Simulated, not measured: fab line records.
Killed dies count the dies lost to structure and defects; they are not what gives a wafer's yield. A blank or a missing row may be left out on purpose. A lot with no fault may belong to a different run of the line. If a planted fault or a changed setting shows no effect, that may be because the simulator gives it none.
Chamber matching || flow n5_finfet || N5_BEOL_M5_CMP_52 on cmp-03 has 4 sister chambers
The step polishes, stops on SiCOH lowk, t overpolish 6.9 s, target thk 62 nm. 4 wafers are shown with their chamber, then 9 later ones without.

WAFERS, EACH WITH ITS CHAMBER
{"wafer": "L082.1", "chamber": 3, "motor_current_A (A)": 7.6}
{"wafer": "L081.3", "chamber": 0, "motor_current_A (A)": 6.8}
{"wafer": "L083.5", "chamber": 2, "motor_current_A (A)": 5.3}
{"wafer": "L083.6", "chamber": 1, "motor_current_A (A)": 6.1}

WAFERS WITH NO CHAMBER GIVEN
{"wafer": "L084.1", "motor_current_A (A)": 6.2}
{"wafer": "L084.2", "motor_current_A (A)": 5.2}
{"wafer": "L084.4", "motor_current_A (A)": 7.7}
{"wafer": "L087.2", "motor_current_A (A)": 5.8}
{"wafer": "L087.4", "motor_current_A (A)": 7.8}
{"wafer": "L087.5", "motor_current_A (A)": 6.0}
{"wafer": "L097.1", "motor_current_A (A)": 5.4}
{"wafer": "L097.2", "motor_current_A (A)": 6.9}
{"wafer": "L097.5", "motor_current_A (A)": 6.6}

CHAMBER TAKEN BY EACH
{"wafer": "L084.1", "from the rows above": 1, "in truth": 1}
{"wafer": "L084.2", "from the rows above": 2, "in truth": 2}
{"wafer": "L084.4", "from the rows above": 3, "in truth": 3}
{"wafer": "L087.2", "from the rows above": "can't be placed: 1 or 2", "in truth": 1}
{"wafer": "L087.4", "from the rows above": 3, "in truth": 3}
{"wafer": "L087.5", "from the rows above": 1, "in truth": 1}
{"wafer": "L097.1", "from the rows above": 2, "in truth": 2}
{"wafer": "L097.2", "from the rows above": 0, "in truth": 0}
{"wafer": "L097.5", "from the rows above": "can't be placed: 0 or 1", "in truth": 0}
Correct placement for 7 of the 9. These rows do not allow placing 2 (true chamber among the candidates in 2). Placed wrongly: 0.
How it was worked out, from the rows above alone: a wafer's distance from a chamber is the root of the sum, over the readings, of the square of ((its reading less the chamber's mean) divided by the reading's scatter). If the next closest chamber is less than 2 further off than the closest, the wafer can't be placed; otherwise it belongs to the closest. For every chamber, the mean is computed from those of its wafers that are shown. The scatter: with one shown wafer a chamber, the root of the mean of the squares of how far each hidden wafer lies from its nearest shown one.
